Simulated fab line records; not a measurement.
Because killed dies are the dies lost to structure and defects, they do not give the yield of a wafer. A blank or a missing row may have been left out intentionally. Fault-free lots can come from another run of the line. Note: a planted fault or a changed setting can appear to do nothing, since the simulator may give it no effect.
What tool caused it? | flow nand harc | at 1 step of a route of 1159, 7 lots with 21 wafers sampled

## WHAT EACH GAUGE READ, for each wafer
NHARC_A_BLC_CD_MEAS_10 targets a cd of 100 nm.
lot  | measured     | on        | cd nm (nm)
L261 | day 17 18:38 | cd sem-03 | 100.7 100.4 100.0
L266 | day 19 15:42 | cd sem-01 | 100.6 101.6 100.0
L270 | day 20 08:36 | cd sem-03 | 99.4 100.3 99.6
L273 | day 21 04:16 | cd sem-01 | 99.8 100.0 100.5
L275 | day 21 15:04 | cd sem-03 | 100.6 100.2 100.1
L278 | day 22 12:40 | cd sem-01 | 100.8 100.8 100.0
L281 | day 23 04:33 | cd sem-02 | 99.3 99.4 99.6

## WHAT TOOL EACH LOT RAN ON (gives the tool, then ch and the chambers of the sampled wafers, and finally the start)
The record shows no process step preceding these readings.

## THE ANSWER, worked out from the rows above alone
Rule: the usual values come from the lots themselves. Put in order of their means at a reading, lots are off if they are a third of the lots or fewer, leave a main group of 4 or more, and stand apart from it by a gap of 3 or more times the standard deviation of the main group's means; of several such gaps the widest counts. Not used: any main group whose means are identical at the precision the tables above print for the reading. A lot without any number at a reading at which 4 lots or more have one is off too. The other lots that the step has rows for count as sound.
Nothing can be told from this: no lot is off at any reading shown.

## WHAT WAS PUT IN BY THE SIMULATOR
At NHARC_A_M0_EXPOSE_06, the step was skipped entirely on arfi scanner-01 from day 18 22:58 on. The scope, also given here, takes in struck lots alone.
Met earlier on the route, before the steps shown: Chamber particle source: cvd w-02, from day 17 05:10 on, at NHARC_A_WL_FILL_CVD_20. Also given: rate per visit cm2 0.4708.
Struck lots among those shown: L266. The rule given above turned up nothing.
